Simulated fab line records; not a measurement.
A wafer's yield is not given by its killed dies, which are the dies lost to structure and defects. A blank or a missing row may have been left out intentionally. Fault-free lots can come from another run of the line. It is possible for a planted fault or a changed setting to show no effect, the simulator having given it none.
Chamber matching / flow n5-finfet / rie-si-03 running N5_STI_FIN_REVEAL_ETCH_34: 4 sister chambers
The step etches Si in H2, material Si, target depth 0.97 nm. 4 wafers are shown with their chamber, then 11 later ones without.

WAFERS PAIRED WITH THEIR CHAMBERS
wafer=L083.1; chamber=0; throttle-valve-pct (%)=26.5
wafer=L083.3; chamber=1; throttle-valve-pct (%)=25.2
wafer=L083.6; chamber=2; throttle-valve-pct (%)=26.1
wafer=L085.4; chamber=3; throttle-valve-pct (%)=25.5

WAFERS MISSING THEIR CHAMBER
wafer=L085.5; throttle-valve-pct (%)=25.6
wafer=L085.6; throttle-valve-pct (%)=26.1
wafer=L088.1; throttle-valve-pct (%)=25.2
wafer=L088.2; throttle-valve-pct (%)=26.1
wafer=L088.3; throttle-valve-pct (%)=25.5
wafer=L089.1; throttle-valve-pct (%)=25.2
wafer=L089.3; throttle-valve-pct (%)=26.5
wafer=L089.4; throttle-valve-pct (%)=25.6
wafer=L096.2; throttle-valve-pct (%)=26.2
wafer=L096.3; throttle-valve-pct (%)=25.2
wafer=L096.5; throttle-valve-pct (%)=26.1

WHICH CHAMBER EACH ONE RAN IN
wafer=L085.5; from the rows above=3; in truth=3
wafer=L085.6; from the rows above=2; in truth=2
wafer=L088.1; from the rows above=1; in truth=1
wafer=L088.2; from the rows above=2; in truth=2
wafer=L088.3; from the rows above=3; in truth=3
wafer=L089.1; from the rows above=1; in truth=1
wafer=L089.3; from the rows above=0; in truth=0
wafer=L089.4; from the rows above=3; in truth=3
wafer=L096.2; from the rows above=2; in truth=2
wafer=L096.3; from the rows above=1; in truth=1
wafer=L096.5; from the rows above=2; in truth=2
11 of 11 placed correctly. Can't be placed from these rows: 0. Wrongly placed: 0.
How it was worked out, from the rows above alone: a wafer's distance from a chamber is the root of the sum, over the readings, of the square of ((its reading less the chamber's mean) divided by the reading's scatter). If the next closest chamber is less than 2 further off than the closest, the wafer can't be placed; otherwise it belongs to the closest. The mean given for a chamber averages the wafers shown for that chamber. The scatter (one wafer shown for each chamber): square how far every hidden wafer sits from the nearest shown wafer, average those squares and take the square root.
